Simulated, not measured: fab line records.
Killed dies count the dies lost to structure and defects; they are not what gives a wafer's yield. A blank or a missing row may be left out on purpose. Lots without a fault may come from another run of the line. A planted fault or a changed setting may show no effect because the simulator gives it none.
Chamber matching :: flow n5 finfet :: N5_BEOL_M11_ETCH_62 on rie diel-02 has 4 sister chambers
The step etches SOC in N2/H2, target depth 110 nm, overetch 22 nm, time 165 s. 4 wafers are shown with their chamber, then 7 later ones without.

== WAFERS PAIRED WITH THEIR CHAMBERS ==
wafer: L076.2
chamber: 1
showerhead plenum p Torr (Torr): 2.67

wafer: L081.6
chamber: 3
showerhead plenum p Torr (Torr): 2.50

wafer: L085.1
chamber: 0
showerhead plenum p Torr (Torr): 2.47

wafer: L085.3
chamber: 2
showerhead plenum p Torr (Torr): 2.53

== WAFERS WITHOUT THEIR CHAMBER ==
wafer: L085.6
showerhead plenum p Torr (Torr): 2.66

wafer: L089.2
showerhead plenum p Torr (Torr): 2.66

wafer: L089.5
showerhead plenum p Torr (Torr): 2.52

wafer: L089.6
showerhead plenum p Torr (Torr): 2.50

wafer: L088.1
showerhead plenum p Torr (Torr): 2.46

wafer: L088.3
showerhead plenum p Torr (Torr): 2.66

wafer: L088.6
showerhead plenum p Torr (Torr): 2.50

== WHICH CHAMBER EACH WENT THROUGH ==
wafer: L085.6
from the rows above: 1
in truth: 1

wafer: L089.2
from the rows above: 1
in truth: 1

wafer: L089.5
from the rows above: can't be placed: 2 or 3
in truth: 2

wafer: L089.6
from the rows above: 3
in truth: 3

wafer: L088.1
from the rows above: 0
in truth: 0

wafer: L088.3
from the rows above: 1
in truth: 1

wafer: L088.6
from the rows above: 3
in truth: 3
6 of 7 placed correctly. Can't be placed from these rows: 1 (the true chamber is among the candidates in 1). Wrongly placed: 0.
How it was worked out, from the rows above alone: a wafer's distance from a chamber is the root of the sum, over the readings, of the square of ((its reading less the chamber's mean) divided by the reading's scatter). The wafer belongs to the nearest chamber; if the next one is less than 2 further off, it can't be placed. For every chamber, the mean is computed from those of its wafers that are shown. The scatter (one wafer shown for each chamber): square how far every hidden wafer sits from the nearest shown wafer, average those squares and take the square root.
